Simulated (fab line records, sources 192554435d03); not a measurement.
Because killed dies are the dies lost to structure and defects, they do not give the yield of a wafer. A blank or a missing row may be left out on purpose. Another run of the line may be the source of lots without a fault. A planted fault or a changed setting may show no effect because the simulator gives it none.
Chamber matching || flow n5-finfet || 4 sister chambers for N5_SD_EPI_P_ETCH_16 on rie-diel-02
The step etches SiO2 in CHF3/O2, target depth 5 nm. 16 wafers are shown with their chamber, then 8 later ones without.

== WAFERS PAIRED WITH THEIR CHAMBERS ==
{"wafer": "L075.1", "chamber": 0, "showerhead-plenum-p-Torr (Torr)": 2.40, "drypump-motor-current-A (A)": 5.8, "throttle-valve-pct (%)": 19.06}
{"wafer": "L075.3", "chamber": 3, "showerhead-plenum-p-Torr (Torr)": 2.41, "drypump-motor-current-A (A)": 5.8, "throttle-valve-pct (%)": 18.72}
{"wafer": "L075.5", "chamber": 3, "showerhead-plenum-p-Torr (Torr)": 2.40, "drypump-motor-current-A (A)": 5.8, "throttle-valve-pct (%)": 18.73}
{"wafer": "L076.1", "chamber": 2, "showerhead-plenum-p-Torr (Torr)": 2.51, "drypump-motor-current-A (A)": 6.3, "throttle-valve-pct (%)": 18.95}
{"wafer": "L076.4", "chamber": 1, "showerhead-plenum-p-Torr (Torr)": 2.34, "drypump-motor-current-A (A)": 6.0, "throttle-valve-pct (%)": 19.17}
{"wafer": "L076.6", "chamber": 2, "showerhead-plenum-p-Torr (Torr)": 2.51, "drypump-motor-current-A (A)": 6.2, "throttle-valve-pct (%)": 18.93}
{"wafer": "L077.2", "chamber": 3, "showerhead-plenum-p-Torr (Torr)": 2.40, "drypump-motor-current-A (A)": 5.9, "throttle-valve-pct (%)": 18.75}
{"wafer": "L077.5", "chamber": 1, "showerhead-plenum-p-Torr (Torr)": 2.34, "drypump-motor-current-A (A)": 6.0, "throttle-valve-pct (%)": 19.17}
{"wafer": "L077.6", "chamber": 0, "showerhead-plenum-p-Torr (Torr)": 2.40, "drypump-motor-current-A (A)": 5.8, "throttle-valve-pct (%)": 19.05}
{"wafer": "L082.1", "chamber": 2, "showerhead-plenum-p-Torr (Torr)": 2.50, "drypump-motor-current-A (A)": 6.3, "throttle-valve-pct (%)": 18.97}
{"wafer": "L082.3", "chamber": 3, "showerhead-plenum-p-Torr (Torr)": 2.40, "drypump-motor-current-A (A)": 5.8, "throttle-valve-pct (%)": 18.76}
{"wafer": "L082.6", "chamber": 3, "showerhead-plenum-p-Torr (Torr)": 2.40, "drypump-motor-current-A (A)": 5.8, "throttle-valve-pct (%)": 18.77}
{"wafer": "L088.1", "chamber": 2, "showerhead-plenum-p-Torr (Torr)": 2.50, "drypump-motor-current-A (A)": 6.3, "throttle-valve-pct (%)": 18.98}
{"wafer": "L088.2", "chamber": 0, "showerhead-plenum-p-Torr (Torr)": 2.39, "drypump-motor-current-A (A)": 5.8, "throttle-valve-pct (%)": 19.08}
{"wafer": "L088.4", "chamber": 1, "showerhead-plenum-p-Torr (Torr)": 2.34, "drypump-motor-current-A (A)": 6.0, "throttle-valve-pct (%)": 19.20}
{"wafer": "L089.2", "chamber": 1, "showerhead-plenum-p-Torr (Torr)": 2.34, "drypump-motor-current-A (A)": 6.0, "throttle-valve-pct (%)": 19.22}

SIGNATURES (averages over the wafers above)
{"reading": "showerhead-plenum-p-Torr", "chamber 0": 2.3967, "chamber 1": 2.3400, "chamber 2": 2.5050, "chamber 3": 2.4020, "scatter within a chamber": 0.00453}
{"reading": "drypump-motor-current-A", "chamber 0": 5.800, "chamber 1": 6.000, "chamber 2": 6.275, "chamber 3": 5.820, "scatter within a chamber": 0.0359}
{"reading": "throttle-valve-pct", "chamber 0": 19.0633, "chamber 1": 19.1900, "chamber 2": 18.9575, "chamber 3": 18.7460, "scatter within a chamber": 0.0213}
Rule: a wafer lies at a distance from a chamber equal to the root of the sum of squares, over the readings, of (its reading less the chamber's mean, divided by the reading's scatter). The wafer belongs to the nearest chamber; if the next one is less than 2 further off, it can't be placed. The scatter is the square root of a quotient: the sum, over the shown wafers, of each reading's squared deviation from its chamber's mean, divided by wafers minus chambers.

== WAFERS MISSING THEIR CHAMBER ==
{"wafer": "L089.3", "showerhead-plenum-p-Torr (Torr)": 2.39, "drypump-motor-current-A (A)": 5.7, "throttle-valve-pct (%)": 19.10}
{"wafer": "L089.5", "showerhead-plenum-p-Torr (Torr)": 2.33, "drypump-motor-current-A (A)": 6.0, "throttle-valve-pct (%)": 19.20}
{"wafer": "L092.1", "showerhead-plenum-p-Torr (Torr)": 2.39, "drypump-motor-current-A (A)": 5.8, "throttle-valve-pct (%)": 19.10}
{"wafer": "L092.2", "showerhead-plenum-p-Torr (Torr)": 2.33, "drypump-motor-current-A (A)": 6.0, "throttle-valve-pct (%)": 19.21}
{"wafer": "L092.5", "showerhead-plenum-p-Torr (Torr)": 2.33, "drypump-motor-current-A (A)": 6.0, "throttle-valve-pct (%)": 19.23}
{"wafer": "L093.4", "showerhead-plenum-p-Torr (Torr)": 2.39, "drypump-motor-current-A (A)": 5.8, "throttle-valve-pct (%)": 18.77}
{"wafer": "L093.5", "showerhead-plenum-p-Torr (Torr)": 2.33, "drypump-motor-current-A (A)": 6.0, "throttle-valve-pct (%)": 19.20}
{"wafer": "L093.6", "showerhead-plenum-p-Torr (Torr)": 2.39, "drypump-motor-current-A (A)": 5.7, "throttle-valve-pct (%)": 19.11}

== CHAMBER TAKEN BY EACH ==
{"wafer": "L089.3", "from the rows above": 0, "in truth": 0}
{"wafer": "L089.5", "from the rows above": 1, "in truth": 1}
{"wafer": "L092.1", "from the rows above": 0, "in truth": 0}
{"wafer": "L092.2", "from the rows above": 1, "in truth": 1}
{"wafer": "L092.5", "from the rows above": 1, "in truth": 1}
{"wafer": "L093.4", "from the rows above": 3, "in truth": 3}
{"wafer": "L093.5", "from the rows above": 1, "in truth": 1}
{"wafer": "L093.6", "from the rows above": 0, "in truth": 0}
8 of 8 placed correctly. Can't be placed from these rows: 0. 0 placed wrongly.
